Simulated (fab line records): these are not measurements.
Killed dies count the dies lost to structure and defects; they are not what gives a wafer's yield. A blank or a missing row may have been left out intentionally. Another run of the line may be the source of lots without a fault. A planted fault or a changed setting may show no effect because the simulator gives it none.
fab line records	flow n5Finfet
record lots=6	wafers=18	lastDay=21
route steps=1938 shown BEOL_M3@962 BEOL_M4@1111 PASSIVATION@1936
lots that met no fault: taken from a fault-free run of the same line
startH: hours from the record's opening day to when the first of the lot's shown wafers began	waitH: hours elapsed since this lot's preceding step	" same as the row above	L1.1+2: several wafers, shown together as one row	- either no value or no given start	* or withheld: withheld	< > ~ a bound
route shown NAME@n: NAME is a module with steps in the file, n the number in the route of the first one	usual: mean/standard deviation taken from wafers without a fault	same: alike in all rows	chamber/n: place in a boat	sites: each site's reading	_std_site: their standard deviation	_edge_site: the outer-site mean with the inner-site mean subtracted	radiusMm: how far each site lies from the wafer's centre	mask NAME#n: copy n	behind: the tool/chamber that last shaped the wafer	hold: why the lot was held/for how many hours/how that ended	device: whichever transistor did not switch (one of n, p or np)	end of line: tests of these same wafers at the route's end	a step given without rows: its recipe and nothing more	killed: at the first sort, the dies lost to defects and structure; wafer yield is something else	map: dies across one wafer; x = killed, . = not, _ = none there
set.NAME: the setting that was run; set.NAME@STEP: the one run at that earlier step	model.NAME: the simulator's own value behind a step, which no gauge read
certain route steps with their lots: each step a table, each wafer a row
services: a tool's chamber out of use, with start hour (startH, from the record's first day; less than 0 if before it), hours out, and reason
## steps
# step N5_BEOL_M3_SOFTBAKE_23
# recipe tempC=110	timeS=60	resist=CAR-EUV
# step N5_BEOL_M3_EXPOSE_25
# recipe maskId=V2	na=0.33	sourceShape=quasar	sigmaInner=0.2	sigmaOuter=0.8	polarization=unpolarized	defocusNm=5	doseMj=63
# step N5_BEOL_M3_PEB_26
# recipe pebTempC=100	pebTimeS=60	resist=CAR-EUV
# step N5_BEOL_M3_DEVELOP_27
# recipe developTimeS=30	developer=TMAH	resist=CAR-EUV	rinseLiquid=surfactantRinse	dry=airSpin	devTempC=23
# step N5_BEOL_M3_CD_MEAS_28
# recipe targetCdNm=25.7	landingEnergyEv=500	detector=seInlens	targetCdYNm=23.3	polarity=opening
# usual cdNm=25.68/0.24
# same landingEnergyEv=500
lot.wafer	tool	chamber	startH	waitH	cdNm
L477.2	cdSem-03	0	241.40	-	25.68
L477.4	"	0	"	"	25.51
L477.5	"	0	"	"	25.73
L479.2	cdSem-01	0	253.24	-	25.62
L479.4	"	0	"	"	26.00
L479.6	"	0	"	"	25.81
L486.1	cdSem-01	0	302.32	-	25.62
L486.2	"	0	"	"	25.88
L486.5	"	0	"	"	26.01
L487.1	cdSem-03	0	303.63	-	25.96
L487.2	"	0	"	"	25.36
L487.4	"	0	"	"	25.67
L489.2	cdSem-03	0	317.42	-	25.88
L489.5	"	0	"	"	25.50
L489.6	"	0	"	"	25.86
L491.2	cdSem-01	0	333.81	-	26.03
L491.3	"	0	"	"	25.48
L491.4	"	0	"	"	25.68
# step N5_BEOL_M3_OVL_MEAS_29
# recipe pointsPerWafer=522
# usual V2_OVL=-0.3/0.58
lot.wafer	tool	chamber	startH	waitH	V2_OVL[nm]
L477.2	overlay-02	0	241.43	0.0	0.4
L477.4	"	0	"	"	-0.1
L477.5	"	0	"	"	-0.3
L479.2	overlay-02	0	253.28	0.0	0.5
L479.4	"	0	"	"	-0.3
L479.6	"	0	"	"	0.3
L486.1	overlay-02	0	302.35	0.0	0.2
L486.2	"	0	"	"	0.1
L486.5	"	0	"	"	1.7
L487.1	overlay-01	0	303.66	0.0	-1.3
L487.2	"	0	"	"	-0.5
L487.4	"	0	"	"	-0.8
L489.2	overlay-02	0	317.46	0.0	-0.2
L489.5	"	0	"	"	-0.1
L489.6	"	0	"	"	0.1
L491.2	overlay-02	0	333.84	0.0	0.0
L491.3	"	0	"	"	0.2
L491.4	"	0	"	"	-0.6
# step N5_BEOL_M3_INSPECT_30
# recipe mode=adi	inspectInstrument=brightfield
# usual rawDefectCount=398/85
lot.wafer	tool	chamber	startH	waitH	rawDefectCount
L477.2	defectInspect-02	-	241.48	0.0	358
L477.4	"	-	"	"	347
L477.5	"	-	"	"	303
L479.2	defectInspect-01	-	253.33	0.0	740
L479.4	"	-	"	"	430
L479.6	"	-	"	"	743
L486.1	defectInspect-01	-	302.41	0.1	423
L486.2	"	-	"	"	405
L486.5	"	-	"	"	325
L487.1	defectInspect-02	-	303.72	0.1	412
L487.2	"	-	"	"	546
L487.4	"	-	"	"	320
L489.2	defectInspect-02	-	317.51	0.0	505
L489.5	"	-	"	"	389
L489.6	"	-	"	"	346
L491.2	defectInspect-02	-	333.89	0.0	493
L491.3	"	-	"	"	417
L491.4	"	-	"	"	454
# step N5_BEOL_M3_DESCUM_33
# recipe chemistry=O2	timeS=7	sourcePowerW=50	biasPowerW=20	pressureMtorr=20	rfFrequencyHz=2.712e+07	tempC=40	resist=CAR-EUV	o2FlowSccm=225
# usual drypumpMotorCurrentA=5.6/0.37	oesProductAu=0.79/0.087	rfVppV=243.1/1.6	showerheadPlenumPTorr=2.09/0.082	throttleValvePct=20.4/0.31
lot.wafer	tool	chamber	startH	waitH	drypumpMotorCurrentA	oesProductAu	rfHoursCounterH	rfVppV	showerheadPlenumPTorr	throttleValvePct
L477.2	rieDiel-03	2	241.52	0.0	6.0	0.71	210	241.5	1.98	20.1
L477.4	"	0	"	"	5.3	0.93	9	242.5	2.04	20.3
L477.5	"	1	"	"	5.9	0.71	-	245.8	2.14	20.4
L479.2	rieDiel-02	1	253.39	0.1	4.9	0.75	170	243.3	2.11	20.9
L479.4	"	2	"	"	5.8	0.69	211	242.6	1.98	20.7
L479.6	"	0	"	"	5.8	0.82	-	241.9	2.01	20.4
L486.1	rieDiel-06	0	302.45	0.0	5.7	0.90	42	242.3	2.06	20.1
L486.2	"	1	"	"	5.7	0.75	172	242.6	2.01	21.0
L486.5	"	3	"	"	5.4	0.90	-	245.3	2.20	20.4
L487.1	rieDiel-02	3	303.76	0.0	5.4	0.80	75	244.8	2.22	20.2
L487.2	"	1	"	"	4.8	0.74	183	244.7	2.11	20.9
L487.4	"	0	"	"	5.8	0.79	109	242.0	2.01	20.4
L489.2	rieDiel-06	0	317.55	0.0	5.7	0.90	46	242.1	2.06	20.1
L489.5	"	3	"	"	5.4	0.89	-	246.1	2.19	20.4
L489.6	"	2	"	"	5.8	0.69	-	244.1	2.13	19.9
L491.2	rieDiel-02	2	334.15	0.3	5.8	0.67	231	241.7	1.98	20.7
L491.3	"	1	"	"	4.8	0.74	194	240.4	2.11	20.9
L491.4	"	0	"	"	5.8	0.78	117	242.3	2.00	20.4
# step N5_BEOL_M3_ETCH_77
# recipe chemistry=N2/H2	target=underlayer	targetDepthA=65	maskMaterial=CAR-EUV	timeS=5.2	ionEnergyEv=200	pressureMtorr=30	sourceW=840	biasW=150	n2FlowSccm=200	h2FlowSccm=200	ends=cleared
# usual drypumpMotorCurrentA=5.6/0.37	etchRfOnTimeS=5.17/0.14	oesProductAu=0.68/0.073	rfVppV=524/3.2	showerheadPlenumPTorr=2.53/0.1	throttleValvePct=17.80/0.29
lot.wafer	tool	chamber	startH	waitH	drypumpMotorCurrentA	etchRfOnTimeS	oesProductAu	rfHoursCounterH	rfVppV	showerheadPlenumPTorr	throttleValvePct
L477.2	rieDiel-03	2	241.55	0.0	6.0	5.15	0.60	210	520	2.41	17.65
L477.4	"	0	"	"	5.2	5.07	0.78	9	521	2.49	17.67
L477.5	"	1	"	"	5.9	5.07	0.63	-	524	2.61	17.86
L479.2	rieDiel-02	1	253.42	0.0	4.8	5.16	0.65	170	525	2.53	18.14
L479.4	"	2	"	"	5.8	5.38	0.58	211	520	2.43	18.23
L479.6	"	0	"	"	5.8	4.91	0.69	-	520	2.44	17.72
L486.1	rieDiel-06	0	302.48	0.0	5.7	5.19	0.76	42	522	2.47	17.32
L486.2	"	1	"	"	5.6	5.17	0.63	172	523	2.40	18.13
L486.5	"	3	"	"	5.4	5.16	0.78	-	528	2.71	18.13
L487.1	rieDiel-02	3	303.79	0.0	5.4	5.24	0.69	75	529	2.68	17.56
L487.2	"	1	"	"	4.8	5.11	0.65	183	523	2.52	18.15
L487.4	"	0	"	"	5.8	4.96	0.69	109	524	2.43	17.73
L489.2	rieDiel-06	0	317.58	0.0	5.7	5.16	0.75	46	521	2.47	17.33
L489.5	"	3	"	"	5.4	5.17	0.76	-	527	2.71	18.14
L489.6	"	2	"	"	5.8	5.35	0.58	-	528	2.62	17.52
L491.2	rieDiel-02	2	334.19	0.0	5.9	5.36	0.57	231	521	2.42	18.25
L491.3	"	1	"	"	4.8	4.98	0.64	194	524	2.52	18.16
L491.4	"	0	"	"	5.8	4.88	0.68	117	521	2.43	17.75
# step N5_BEOL_M3_ETCH_69
# recipe chemistry=CF4	target=SiARC	targetDepthA=156	maskMaterial=CAR-EUV	timeS=26	ionEnergyEv=80	pressureMtorr=40	sourceW=545	biasW=36	Ar_flow_sccm=100	cf4FlowSccm=100	ends=cleared
# usual cf4FlowSccm=99.99/0.26	drypumpMotorCurrentA=5.6/0.37	etchRfOnTimeS=25.8/0.78	oesProductAu=0.68/0.075	rfVppV=184.0/1.2	showerheadPlenumPTorr=2.15/0.08	throttleValvePct=15.65/0.29
lot.wafer	tool	chamber	startH	waitH	cf4FlowSccm	drypumpMotorCurrentA	etchRfOnTimeS	oesProductAu	rfHoursCounterH	rfVppV	showerheadPlenumPTorr	throttleValvePct
L477.2	rieDiel-03	2	241.57	0.0	100.06	5.9	25.7	0.60	210	182.3	2.03	15.35
L477.4	"	0	"	"	99.85	5.2	24.4	0.81	9	183.4	2.11	15.57
L477.5	"	1	"	"	99.63	5.9	25.3	0.62	-	183.9	2.19	15.63
L479.2	rieDiel-02	1	253.44	0.0	99.81	4.8	25.9	0.64	170	183.2	2.16	15.95
L479.4	"	2	"	"	100.41	5.8	27.3	0.58	211	184.0	2.05	16.04
L479.6	"	0	"	"	100.16	5.8	25.1	0.70	-	182.9	2.10	15.72
L486.1	rieDiel-06	0	302.50	0.0	100.00	5.7	26.4	0.76	42	182.9	2.11	15.26
L486.2	"	1	"	"	100.01	5.6	25.8	0.64	172	184.2	2.07	16.14
L486.5	"	3	"	"	99.78	5.4	25.9	0.77	-	184.7	2.28	15.79
L487.1	rieDiel-02	3	303.81	0.0	100.04	5.4	26.3	0.68	75	185.7	2.26	15.35
L487.2	"	1	"	"	99.68	4.8	25.3	0.65	183	184.7	2.16	15.96
L487.4	"	0	"	"	100.20	5.8	25.3	0.69	109	184.8	2.09	15.74
L489.2	rieDiel-06	0	317.60	0.0	99.94	5.7	25.8	0.76	46	184.0	2.11	15.27
L489.5	"	3	"	"	100.30	5.4	25.5	0.78	-	184.8	2.28	15.82
L489.6	"	2	"	"	99.74	5.8	26.5	0.59	-	184.3	2.21	15.36
L491.2	rieDiel-02	2	334.21	0.0	99.57	5.8	26.7	0.58	231	183.4	2.04	16.08
L491.3	"	1	"	"	100.09	4.9	25.0	0.64	194	183.3	2.15	16.00
L491.4	"	0	"	"	99.92	5.8	24.6	0.68	117	181.8	2.09	15.78
# step N5_BEOL_M3_ALD_98
# recipe material=SiO2	targetThkA=25	tempC=100	aldPrecursorFamily=BDEAS	aldCoReactant=O2-plasma	pulseTimeS=1	coReactantPulseTimeS=1	purgeTimeS=2	coReactantPurgeTimeS=2	aldCycles=17	pressureTorr=2
# usual heaterPowerW=81/9.7	precursorPulseHeightRel=1.002/0.021
# same pulseTimeS=1
lot.wafer	tool	chamber	startH	waitH	heaterPowerW	precursorPulseHeightRel
L477.2	aldSin-04	1	241.65	0.1	78	0.987
L477.4	"	2	"	"	87	0.993
L477.5	"	3	"	"	76	0.993
L479.2	aldSin-01	2	253.61	0.1	98	1.008
L479.4	"	1	"	"	67	1.025
L479.6	"	2	"	"	102	1.003
L486.1	aldSin-04	1	302.66	0.1	74	0.988
L486.2	"	3	"	"	75	1.036
L486.5	"	2	"	"	92	1.020
L487.1	aldSin-04	2	303.89	0.1	91	0.966
L487.2	"	1	"	"	76	0.957
L487.4	"	0	"	"	72	1.015
L489.2	aldSin-04	3	317.68	0.1	73	1.022
L489.5	"	0	"	"	71	0.993
L489.6	"	3	"	"	75	1.022
L491.2	aldSin-04	0	334.50	0.3	71	1.034
L491.3	"	1	"	"	75	1.005
L491.4	"	3	"	"	74	1.006
# step N5_BEOL_M3_ETCHBACK_99
# recipe chemistry=CHF3	target=SiO2	targetDepthA=50	timeS=10.4	sourceW=215	biasW=47	Ar_flow_sccm=200	CHF3_flow_sccm=12	ionEnergyEv=100	pressureMtorr=30
# usual CHF3_flow_sccm=12.00/0.033	drypumpMotorCurrentA=5.7/0.38	oesProductAu=0.79/0.094	rfVppV=241/7	showerheadPlenumPTorr=2.15/0.083	throttleValvePct=17.1/0.33
lot.wafer	tool	chamber	startH	waitH	CHF3_flow_sccm	drypumpMotorCurrentA	oesProductAu	rfHoursCounterH	rfVppV	showerheadPlenumPTorr	throttleValvePct
L477.2	rieDiel-06	3	242.55	0.8	12.05	5.4	0.95	12	250	2.31	17.2
L477.4	"	1	"	"	12.04	5.6	0.75	155	238	2.10	17.7
L477.5	"	0	"	"	11.99	5.7	0.93	-	248	2.12	16.7
L479.2	rieDiel-03	3	258.59	4.9	11.98	6.5	0.74	157	243	2.18	17.2
L479.4	"	2	"	"	12.03	5.9	0.69	214	239	2.03	16.8
L479.6	"	2	"	"	11.98	6.0	0.70	-	242	2.03	16.8
L486.1	rieDiel-06	0	303.87	1.2	11.95	5.7	0.90	42	248	2.11	16.7
L486.2	"	3	"	"	12.00	5.4	0.91	30	250	2.30	17.3
L486.5	"	2	"	"	12.02	5.8	0.69	-	240	2.24	16.9
L487.1	rieDiel-03	2	308.31	4.4	11.96	6.0	0.68	233	240	2.03	16.8
L487.2	"	3	"	"	11.99	6.5	0.72	168	244	2.18	17.2
L487.4	"	0	"	"	12.03	5.2	0.90	27	223	2.10	17.0
L489.2	rieDiel-06	0	322.72	5.0	12.01	5.7	0.90	47	249	2.11	16.7
L489.5	"	0	"	"	11.99	5.7	0.89	-	247	2.11	16.7
L489.6	"	1	"	"	12.05	5.6	0.75	-	239	2.09	17.7
L491.2	rieDiel-02	2	343.04	8.5	12.05	5.8	0.67	234	249	2.05	17.5
L491.3	"	0	"	"	12.00	5.8	0.79	120	237	2.11	17.3
L491.4	"	3	"	"	11.99	5.4	0.79	88	240	2.26	16.8
# step N5_BEOL_M3_ETCH_70
# recipe chemistry=N2/H2	target=SOC	targetDepthA=800	overetchA=160	maskMaterial=SiARC	tempC=40	timeS=120	ionEnergyEv=200	pressureMtorr=30	sourceW=840	biasW=150	n2FlowSccm=200	h2FlowSccm=200
# usual drypumpMotorCurrentA=5.7/0.38	oesProductAu=0.61/0.067	rfVppV=523.4/2.8	runLengthS=143.2/0.5	showerheadPlenumPTorr=2.52/0.1	throttleValvePct=17.72/0.28
lot.wafer	tool	chamber	startH	waitH	drypumpMotorCurrentA	oesProductAu	rfHoursCounterH	rfVppV	runLengthS	showerheadPlenumPTorr	throttleValvePct	model.SiARC_of_BEOL_M3_COAT_68.thkNm
L477.2	rieDiel-06	3	242.58	0.0	5.4	0.73	12	528.8	143.1	2.72	18.07	6.2
L477.4	"	1	"	"	5.7	0.59	155	521.8	144.5	2.41	18.06	6.4
L477.5	"	0	"	"	5.7	0.70	-	522.0	142.4	2.48	17.26	6.2
L479.2	rieDiel-03	3	258.63	0.0	6.5	0.57	157	523.4	142.7	2.53	17.66	6.4
L479.4	"	2	"	"	6.0	0.54	214	519.7	143.9	2.41	17.62	6.2
L479.6	"	2	"	"	6.0	0.54	-	520.4	143.9	2.41	17.61	6.2
L486.1	rieDiel-06	0	303.91	0.0	5.7	0.68	42	523.3	143.0	2.47	17.29	6.2
L486.2	"	3	"	"	5.4	0.69	30	528.8	143.3	2.71	18.10	6
L486.5	"	2	"	"	5.8	0.48	-	526.0	172.4	2.62	17.46	5.2
L487.1	rieDiel-03	2	308.34	0.0	6.0	0.53	233	520.0	143.7	2.41	17.63	6.4
L487.2	"	3	"	"	6.5	0.57	168	524.5	143.0	2.52	17.68	6.6
L487.4	"	0	"	"	5.2	0.66	27	524.3	143.2	2.48	17.65	6.4
L489.2	rieDiel-06	0	322.76	0.0	5.7	0.68	47	522.7	142.5	2.47	17.30	6.2
L489.5	"	0	"	"	5.7	0.61	-	521.0	172.3	2.47	17.31	4.8
L489.6	"	1	"	"	5.6	0.58	-	519.5	144.3	2.40	18.09	6.4
L491.2	rieDiel-02	2	343.07	0.0	5.9	0.52	234	519.4	142.7	2.42	18.23	6.4
L491.3	"	0	"	"	5.8	0.59	120	521.5	143.8	2.43	17.71	6.2
L491.4	"	3	"	"	5.4	0.61	88	527.1	142.9	2.67	17.56	6.4
# step N5_BEOL_M3_STRIP_71
# recipe chemistry=N2/H2	tempC=40	n2FlowSccm=200	h2FlowSccm=200	rfFrequencyHz=6e+07
# step N5_BEOL_M4_RC_MEAS_101
# usual DIBL_N=37.7/2	DIBL_P=37.7/2.3	IOFF_N=0.18/0.039	IOFF_P=0.23/0.042	ION_N=681/12	ION_P=463/8	SS_N=71.9/0.68	SS_P=73.6/0.71	VT_N=248/3.2	VT_P=-249/3.1
lot.wafer	tool	chamber	startH	waitH	DIBL_N[mV/V]	DIBL_P[mV/V]	IOFF_N[nA/um]	IOFF_P[nA/um]	ION_N[uA/um]	ION_P[uA/um]	SS_N[mV/dec]	SS_P[mV/dec]	VT_N[mV]	VT_P[mV]
L477.2	prober-02	0	307.14	0.2	35.6	37.0	0.15	0.21	677	465	72.3	73.8	253	-251
L477.4	"	0	"	"	41.6	42.8	0.27	0.31	699	465	73.3	75.9	245	-246
L477.5	"	0	"	"	37.2	36.3	0.17	0.19	672	456	71.5	74.2	251	-253
L479.2	prober-02	0	323.25	0.2	37.2	38.4	0.23	0.23	688	460	72.1	73.7	244	-251
L479.4	"	0	"	"	32.6	33.4	0.13	0.17	686	460	70.9	72.3	247	-251
L479.6	"	0	"	"	36.5	37.8	0.20	0.22	686	462	72.0	73.3	246	-248
L486.1	prober-02	0	348.45	0.0	38.2	37.3	0.19	0.25	676	461	72.1	74.2	248	-250
L486.2	"	0	"	"	37.6	35.4	0.19	0.23	685	471	71.3	73.7	245	-247
L486.5	"	0	"	"	38.9	38.7	0.21	0.27	683	467	72.3	74.1	247	-248
L487.1	prober-01	0	360.05	0.0	40.2	38.8	0.22	0.27	684	466	72.6	73.9	245	-247
L487.2	"	0	"	"	35.7	34.9	0.13	0.18	664	460	70.7	73.0	250	-253
L487.4	"	0	"	"	39.5	38.7	0.21	0.25	688	471	71.4	73.8	247	-246
L489.2	prober-01	0	385.83	0.2	37.6	39.6	0.18	0.20	680	455	72.9	73.5	246	-252
L489.5	"	0	"	"	37.9	40.1	0.19	0.23	671	456	71.9	73.6	248	-251
L489.6	"	0	"	"	34.7	35.6	0.13	0.16	676	458	71.4	72.9	249	-257
L491.2	prober-02	0	389.25	0.2	33.0	31.6	0.11	0.16	654	450	70.5	72.0	255	-252
L491.3	"	0	"	"	36.0	36.1	0.16	0.22	661	457	71.9	74.1	248	-250
L491.4	"	0	"	"	35.5	35.9	0.17	0.21	680	470	71.7	72.5	249	-246
# step N5_PASSIVATION_PROBE_49
# usual defectLimitedYield=91.1/1.4	killed_at_M0_to_M3=34/9.6	killed_at_M4_up=15/5.3	killedAtContacts=12/6.1	killedAtFrontEnd=40/11	killedAtOther=3.5/2.8	killedDies=105/17	killedOpen=70/12	killedShort=34/7.7	sort_bin_4_leakage=0.01/0.07	sort_bin_5_function=5.2/0.97	sort_bin_6_memory=3.4/0.62	sortNPass=1075/17	sortYieldPct=91.1/1.4
# same grossDies=1180	killedAtBackSide=0	sort_bin_8_speed[%]=0
lot.wafer	tool	chamber	startH	waitH	defectLimitedYield[%]	killed_at_M0_to_M3	killed_at_M4_up	killedAtContacts	killedAtFrontEnd	killedAtOther	killedDies	killedOpen	killedShort	sort_bin_4_leakage[%]	sort_bin_5_function[%]	sort_bin_6_memory[%]	sortNPass	sortYieldPct[%]
L479.2	prober-01	-	435.78	0.1	91.8	31	15	12	35	4	97	68	28	0	4.7	3.3	1083	91.8
L479.4	prober-01	-	435.88	0.2	92.8	35	15	5	27	3	85	58	27	0	4.7	2.5	1095	92.8
L479.6	prober-01	-	435.98	0.3	93.1	41	8	5	25	2	81	61	19	0	4.2	2.6	1099	93.1
L486.1	prober-02	-	449.85	0.0	89.6	33	11	13	62	4	123	69	38	0	4.7	4.2	1057	89.6
L486.2	prober-02	-	449.90	0.1	91.6	21	13	7	55	3	99	74	25	0	4.6	3.5	1081	91.6
L486.5	prober-02	-	450.05	0.2	89.3	38	12	3	69	4	126	68	38	0	5.0	3.6	1054	89.3
L491.2	prober-02	-	501.38	0.3	91.2	31	15	9	46	3	104	73	30	0	5.1	3.5	1076	91.2
L491.3	prober-02	-	501.43	0.4	91.4	33	16	7	36	10	102	71	30	0	5.2	3.2	1078	91.4
L491.4	prober-02	-	501.48	0.4	91.9	30	17	8	38	3	96	65	30	0	4.8	3.2	1084	91.9
# killed by level:class
L479.2 MOL_CONTACT_COAG:geometricParticle:open=9 BEOL_M3:geometricParticle:open=9 BEOL_M2:geometricParticle:open=7 BEOL_M5:geometricParticle:open=7 STARTING-WAFER:geometricParticle:open=6 FIN_SAQP:geometricParticle:short=5 DUMMY_GATE:geometricParticle:open=5 BEOL_M0_SAQP:geometricParticle:short=5
L479.4 BEOL_M2:geometricParticle:open=10 FIN_SAQP:geometricParticle:open=8 BEOL_M3:geometricParticle:open=7 BEOL_M0_SAQP:geometricParticle:short=6 BEOL_M4:geometricParticle:open=6 FIN_SAQP:geometricParticle:short=5 DUMMY_GATE:geometricParticle:open=5 MOL_CONTACT_COAG:geometricParticle:open=5
L479.6 BEOL_M3:geometricParticle:open=12 BEOL_M2:geometricParticle:open=9 BEOL_M0_SAQP:geometricParticle:open=8 FIN_SAQP:geometricParticle:short=6 FIN_SAQP:geometricParticle:open=5 MOL_CONTACT_COAG:geometricParticle:open=5 BEOL_M3:geometricParticle:short=5 BEOL_M4:geometricParticle:open=5
L486.1 HKMG_FIN:areaEtch=15 FIN_SAQP:geometricParticle:open=13 FIN_SAQP:geometricParticle:short=12 MOL_CONTACT_COAG:geometricParticle:open=11 STI_FIN_REVEAL:geometricParticle:open=9 BEOL_M3:geometricParticle:open=9 BEOL_M2:geometricParticle:open=7 BEOL_M4:geometricParticle:open=7
L486.2 STI_FIN_REVEAL:geometricParticle:open=18 FIN_SAQP:geometricParticle:open=16 MOL_CONTACT_COAG:geometricParticle:open=6 STARTING-WAFER:geometricParticle:short=6 FIN_SAQP:geometricParticle:short=5 BEOL_M0_SAQP:geometricParticle:short=5 STI_FIN_REVEAL:geometricParticle:short=4 DUMMY_GATE:geometricParticle:open=4
L486.5 HKMG_FIN:areaEtch=19 FIN_SAQP:geometricParticle:open=12 FIN_SAQP:geometricParticle:short=12 BEOL_M1:geometricParticle:open=8 BEOL_M2:geometricParticle:open=8 BEOL_M0_SAQP:geometricParticle:short=7 ILD0:geometricParticle:open=6 STI_FIN_REVEAL:geometricParticle:open=5
L491.2 STI_FIN_REVEAL:geometricParticle:open=21 FIN_SAQP:geometricParticle:open=8 MOL_CONTACT_COAG:geometricParticle:open=8 BEOL_M0_SAQP:geometricParticle:short=8 BEOL_M4:geometricParticle:open=7 BEOL_M2:geometricParticle:open=6 BEOL_M1:geometricParticle:open=5 FIN_SAQP:geometricParticle:short=4
L491.3 FIN_SAQP:geometricParticle:open=8 BEOL_M4:geometricParticle:open=8 FIN_SAQP:geometricParticle:short=7 BEOL_M3:geometricParticle:open=7 STI_FIN_REVEAL:geometricParticle:open=6 BEOL_M0:geometricParticle:open=6 BEOL_M2:geometricParticle:open=6 SPACER0:geometricParticle:open=5
L491.4 STI_FIN_REVEAL:geometricParticle:open=9 BEOL_M4:geometricParticle:open=9 BEOL_M0_SAQP:geometricParticle:short=7 BEOL_M2:geometricParticle:open=7 FIN_SAQP:geometricParticle:short=6 FIN_SAQP:geometricParticle:open=5 DUMMY_GATE:geometricParticle:open=5 STI_FIN_REVEAL:geometricParticle:short=4
## services
tool	chamber	startH	hours	kind
rieDiel-02	2	261.12	1.7	repair
rieDiel-03	3	264.21	16.9	repair
rieDiel-03	0	266.87	9.2	repair
aldSin-04	-	268.33	14.0	pm
aldSin-04	0	268.33	14.0	ventCycle
aldSin-04	1	268.33	14.0	ventCycle
aldSin-04	2	268.33	14.0	ventCycle
aldSin-04	3	268.33	14.0	ventCycle
rieDiel-03	1	281.66	-	clean
rieDiel-03	1	281.66	-	consumableReplace:focusRing
rieDiel-03	1	281.66	15.9	scheduledDown
rieDiel-03	1	281.66	15.9	ventCycle
aldSin-04	0	282.33	-	clean
aldSin-04	1	282.33	-	clean
aldSin-04	2	282.33	-	clean
aldSin-04	3	282.33	-	clean
rieDiel-02	2	283.39	7.7	repair
aldSin-01	2	289.05	6.1	repair
rieDiel-06	2	340.34	7.7	repair
aldSin-01	-	340.47	2.8	pm
## key
firstSign step=N5_BEOL_M3_ETCH_70	reading=runLengthS	direction=up	sigmas=59	usual=*	struck=*
effect none on later readings
modelEffect step=N5_BEOL_M3_ETCH_70	value=SiARC_of_BEOL_M3_COAT_68.thkNm	without=6.3	struck=5
metAt N5_BEOL_M3_ETCH_70
struckWafers L486.5,L489.5
baselineLoss step=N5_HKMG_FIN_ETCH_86	wafers=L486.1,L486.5
onsetBetween 242.58 303.91
fault kind=processParameterDrift	tool=rieDiel-06	chamber=-	onsetH=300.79	steps=N5_BEOL_M3_ETCH_70	channel=timeS	offset=*	shape=step	endH=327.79	scope=struckWafersOnly	actsIn=*	stated=*
# baselineLoss: these wafers lose ten dies or more at that step, a loss of the line's own and not of a fault; the sort's usual values leave them out
